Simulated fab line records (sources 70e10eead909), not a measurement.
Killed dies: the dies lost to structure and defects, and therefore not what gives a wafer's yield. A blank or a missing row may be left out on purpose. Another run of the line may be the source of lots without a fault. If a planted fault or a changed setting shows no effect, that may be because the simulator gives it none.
Which tool is to blame?	flow nand-harc	12 lots, 36 wafers sampled, at 5 steps of a route of 1302

## WHAT EACH GAUGE READ, for each wafer
NHARC_A_CONTACT_CD_MEAS_42: target cd 300 nm.
lot	measured	on	cd-nm (nm)
L074	day 21 20:38	cd-sem-01	301.1 300.7 301.5
L077	day 22 18:05	cd-sem-03	301.1 301.0 300.3
L080	day 23 07:46	cd-sem-03	299.4 299.6 300.0
L084	day 24 22:40	cd-sem-01	300.3 301.2 300.0
L083	day 25 14:00	cd-sem-01	299.3 300.4 300.2
L086	day 26 01:25	cd-sem-01	300.4 301.8 300.1
L087	day 27 06:50	cd-sem-03	300.2 300.0 299.8
L089	day 27 21:22	cd-sem-02	299.5 300.0 299.7
L091	day 28 06:50	cd-sem-01	300.8 299.6 300.7
L093	day 29 01:58	cd-sem-03	300.6 300.8 300.4
L096	day 30 13:21	cd-sem-01	300.4 299.6 300.6
L097	day 31 10:34	cd-sem-02	299.7 300.0 299.4

## TOOL THAT RAN EACH LOT (tool first, then ch and the chambers of the sampled wafers, then the start)
lot	NHARC_A_SLIT_DESCUM_14	NHARC_A_WL_FILL_CVD_20	NHARC_A_CONTACT_DEP_24	NHARC_A_CONTACT_DEP_29
L074	rie-diel-01 ch 2,3, day 20 09:14	cvd-w-01 ch 0,1, day 21 14:30 or earlier	pecvd-02 ch 0,1,2, day 21 14:30	pecvd-02 ch 0,1,2, day 21 19:56
L077	rie-diel-01 ch 1,2, day 21 05:46	cvd-w-02 ch 0,1, day 22 12:29 or earlier	pecvd-02 ch 0,2, day 22 12:29	pecvd-02 ch 1,2, day 22 17:20
L080	rie-diel-08 ch 1,2,3, day 21 16:32	cvd-w-01 ch 0,1, day 23 00:43 or earlier	pecvd-02 ch 0,1,2, day 23 00:43	pecvd-03 ch 0,1,2, day 23 07:12
L084	rie-diel-10 ch 0,1,2, day 23 09:58	cvd-w-01 ch 0,1, day 24 17:11 or earlier	pecvd-01 ch 0,1, day 24 17:11	pecvd-02 ch 1,2, day 24 22:07
L083	rie-diel-10 ch 0,1,3, day 23 11:53	cvd-w-01 ch 0,1, day 25 05:58 or earlier	pecvd-01 ch 0,1,2, day 25 05:58	pecvd-03 ch 0,1,2, day 25 13:17
L086	rie-diel-10 ch 0,1,2, day 24 10:14	cvd-w-02 ch 0,1, day 25 19:48 or earlier	pecvd-03 ch 1,2, day 25 19:48	pecvd-03 ch 0,1,2, day 26 00:42
L087	rie-diel-01 ch 0,1, day 25 09:26	cvd-w-01 ch 0,1, day 26 20:04 or earlier	pecvd-01 ch 0,1, day 26 20:04	pecvd-03 ch 0,1, day 27 06:09
L089	rie-diel-08 ch 1,2,3, day 26 08:01	cvd-w-01 ch 0, day 27 15:35 or earlier	pecvd-03 ch 0,1,2, day 27 15:35	pecvd-01 ch 0,1, day 27 20:37
L091	rie-diel-01 ch 0,1, day 26 18:55	cvd-w-02 ch 0,1, day 28 01:34 or earlier	pecvd-02 ch 1,2, day 28 01:34	pecvd-03 ch 1,2, day 28 06:16
L093	rie-diel-08 ch 0,1, day 27 13:35	cvd-w-01 ch 0, day 28 20:35 or earlier	pecvd-01 ch 0,2, day 28 20:35	pecvd-02 ch 0,1, day 29 01:22
L096	rie-diel-10 ch 0,2, day 28 21:36	cvd-w-02 ch 0,1, day 30 07:50 or earlier	pecvd-03 ch 1,2, day 30 07:50	pecvd-02 ch 0,1, day 30 12:46
L097	rie-diel-01 ch 2,3, day 29 21:26	cvd-w-02 ch 0,1, day 31 05:05 or earlier	pecvd-01 ch 0,2, day 31 05:05	pecvd-01 ch 0,2, day 31 09:54
- NHARC_A_SLIT_DESCUM_14: chemistry O2, time 3 s.
- NHARC_A_WL_FILL_CVD_20: deposits W, target thk 100 nm, time 74 s.
- NHARC_A_CONTACT_DEP_24: deposits SiO2, target thk 500 nm.
- NHARC_A_CONTACT_DEP_29: deposits SiON, target thk 100 nm.

## THE ANSWER, worked out from the rows above alone
Rule: usual is defined by the lots themselves. The widest of any qualifying gaps counts: lots, ordered by their means at a reading, are off when they make up no more than a third of the lots, leave a main group of 4 or more, and stand apart from it by 3 or more times the standard deviation of that group's means. If all means in a main group match to the digits the tables above print for the reading, that group is not used. Also off: a lot with no number at a reading for which 4 or more lots have one. All remaining lots with rows at the step are treated as sound.
None of the lots is off at any reading shown; this tells nothing.

## WHAT WAS PUT IN BY THE SIMULATOR
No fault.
